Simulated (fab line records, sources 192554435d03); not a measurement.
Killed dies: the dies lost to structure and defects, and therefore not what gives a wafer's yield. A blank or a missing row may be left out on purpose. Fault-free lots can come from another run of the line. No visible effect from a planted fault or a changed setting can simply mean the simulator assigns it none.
3 desks, one fault | flow n5-finfet | every desk sees just its own numbers, and what lay behind them comes last

## THE DEFECT DESK
What the inspections along the route counted, lot by lot: means of the sampled wafers that have a number. A lot is out of limits, marked OUT, if its mean lies more than 4 standard deviations from the usual mean; the brackets give that distance.
Columns: A = raw-defect-count at N5_BEOL_M6_INSPECT_58, usual 79
lot  | first seen here | A
L270 | day 9 09:23     | 87
L271 | day 9 10:14     | 102
L272 | day 10 03:35    | 75
L276 | day 11 04:15    | 67
L277 | day 11 06:41    | 91
L280 | day 11 15:08    | 47
L286 | day 13 19:46    | 49
L289 | day 14 05:08    | 69
L287 | day 14 05:55    | 81
L291 | day 14 06:43    | 99
L290 | day 14 20:44    | 62
This desk's verdict: no lot among the 11 shows anything out of limits.

## METROLOGY DESK
What the gauges read, lot by lot, whatever tool the lot ran on: means of the sampled wafers that have a number. A lot is out of limits, marked OUT, if its mean lies more than 4 standard deviations from the usual mean; the brackets give that distance.
Columns: A = cd-nm at N5_BEOL_M6_CD_MEAS_35, usual 40.2 nm; B = M6_RS at N5_BEOL_M6_RS_MEAS_57, usual 0.286 ohm/sq
lot  | first seen here | A    | B
L270 | day 9 07:14     | 41.0 | 0.286
L271 | day 9 07:25     | 40.1 | 0.290
L272 | day 9 23:22     | 40.3 | 0.291
L276 | day 11 01:41    | 40.2 | 0.288
L277 | day 11 03:48    | 39.9 | 0.284
L280 | day 11 12:11    | 40.4 | 0.288
L286 | day 13 17:16    | 40.2 | 0.285
L289 | day 14 01:28    | 40.5 | 0.287
L287 | day 14 03:51    | 40.0 | 0.286
L291 | day 14 04:07    | 40.0 | 0.284
L290 | day 14 18:32    | 40.6 | 0.294
This desk's verdict: no lot among the 11 shows anything out of limits.

## AT THE TOOL OWNER'S DESK: pecvd-01
The tool's own readings at N5_BEOL_M6_PECVD_70 (deposits SiO2 from TEOS/O2, target thk 20 nm, time 22.7 s): means of the sampled wafers that have a number, for each lot that ran on this tool. A lot is out of limits, marked OUT, if its mean lies more than 4 standard deviations from the usual mean; the brackets give that distance.
Columns: A = heater-power-w at N5_BEOL_M6_PECVD_70, usual 667 W; B = rf-fwd-power-W at N5_BEOL_M6_PECVD_70, usual 444.4 W; C = showerhead-plenum-p-Torr at N5_BEOL_M6_PECVD_70, usual 8.78 Torr; D = susceptor-temp-C at N5_BEOL_M6_PECVD_70, usual 400.02 C; E = throttle-valve-pct at N5_BEOL_M6_PECVD_70, usual 23.0 %
lot  | first seen here | A   | B     | C    | D      | E
L270 | day 9 01:58     | 632 | 444.2 | 8.80 | 399.91 | 23.2
L272 | day 9 18:43     | 684 | 443.1 | 8.80 | 400.02 | 23.2
L276 | day 10 22:38    | 649 | 442.5 | 8.83 | 400.30 | 22.6
L277 | day 11 00:39    | 679 | 444.5 | 8.80 | 399.96 | 23.4
L280 | day 11 07:14    | 643 | 444.2 | 8.79 | 400.22 | 22.7
L291 | day 14 00:56    | 629 | 444.9 | 8.80 | 399.93 | 22.6
This desk's verdict: no lot among the 6 shows anything out of limits.

## TAKEN TOGETHER
Nothing the defect desk looked at was out of limits.
Nothing out of limits was seen by the metrology desk.
The tool owner's desk saw nothing out of limits.

## WHAT THE SIMULATOR HAD INSERTED
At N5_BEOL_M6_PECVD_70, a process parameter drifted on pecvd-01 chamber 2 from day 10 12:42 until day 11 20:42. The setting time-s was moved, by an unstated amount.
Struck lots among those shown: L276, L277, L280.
